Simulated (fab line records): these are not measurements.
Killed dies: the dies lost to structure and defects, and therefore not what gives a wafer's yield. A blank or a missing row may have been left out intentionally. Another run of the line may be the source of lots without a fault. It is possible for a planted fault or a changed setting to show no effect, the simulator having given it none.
Matching of chambers -- flow n5 finfet -- 4 sister chambers for N5_BEOL_M14_CMP_49 on cmp-04
The step polishes, stops on SiO2, t overpolish 5.2 s, target thk 560 nm. 16 wafers are shown with their chamber, then 8 later ones without.

== WAFERS, EACH WITH ITS CHAMBER ==
wafer,chamber,motor current A (A),barrier field endpoint s (s),time to endpoint s (s)
L074.2,2,7.8,11.7,126
L074.4,1,7.2,12.0,129
L074.6,1,7.2,11.6,129
L079.1,0,7.3,11.6,129
L079.2,2,7.5,11.5,123
L079.3,1,7.4,11.8,128
L080.1,1,7.4,11.8,125
L080.2,2,7.7,11.2,122
L080.4,0,7.3,11.4,126
L083.1,3,8.0,11.7,122
L083.3,1,7.3,11.8,129
L083.5,0,6.8,11.2,121
L086.2,3,7.6,11.8,124
L086.3,2,7.4,11.6,126
L086.5,2,7.7,11.6,122
L087.1,3,8.0,11.7,125

SIGNATURES (means of the wafers above)
reading,chamber 0,chamber 1,chamber 2,chamber 3,scatter within a chamber
motor current A,7.133,7.300,7.620,7.867,0.187
barrier field endpoint s,11.400,11.800,11.520,11.733,0.162
time to endpoint s,125.33,128.00,123.80,123.67,2.35
Rule: for a wafer and a chamber, the distance is found by dividing, reading by reading, the gap between the wafer's reading and the chamber's mean by the reading's scatter, squaring, summing and taking the root. The wafer belongs to the nearest chamber; if the next one is less than 2 further off, it can't be placed. The scatter: the root of (the sum of the squares of (reading less its chamber's mean) over the shown wafers, divided by (wafers less chambers)).

== WAFERS WHOSE CHAMBER IS MISSING ==
wafer,motor current A (A),barrier field endpoint s (s),time to endpoint s (s)
L087.2,6.4,11.9,127
L087.5,8.0,11.9,125
L095.2,7.0,12.0,128
L095.3,7.9,11.9,127
L095.6,6.8,11.7,123
L097.1,8.0,11.6,121
L097.2,6.8,11.4,126
L097.4,7.8,11.5,125

== EACH ONE'S CHAMBER ==
wafer,from the rows above,in truth
L087.2,can't be placed: 1 or 0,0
L087.5,can't be placed: 3 or 2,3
L095.2,can't be placed: 1 or 0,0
L095.3,can't be placed: 3 or 2 or 1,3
L095.6,can't be placed: 0 or 1 or 2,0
L097.1,can't be placed: 3 or 2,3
L097.2,can't be placed: 0 or 1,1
L097.4,can't be placed: 2 or 3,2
Correct placement for 0 of the 8. Unplaceable from these rows: 8, with the true chamber sitting among the candidates in 8. 0 placed wrongly.
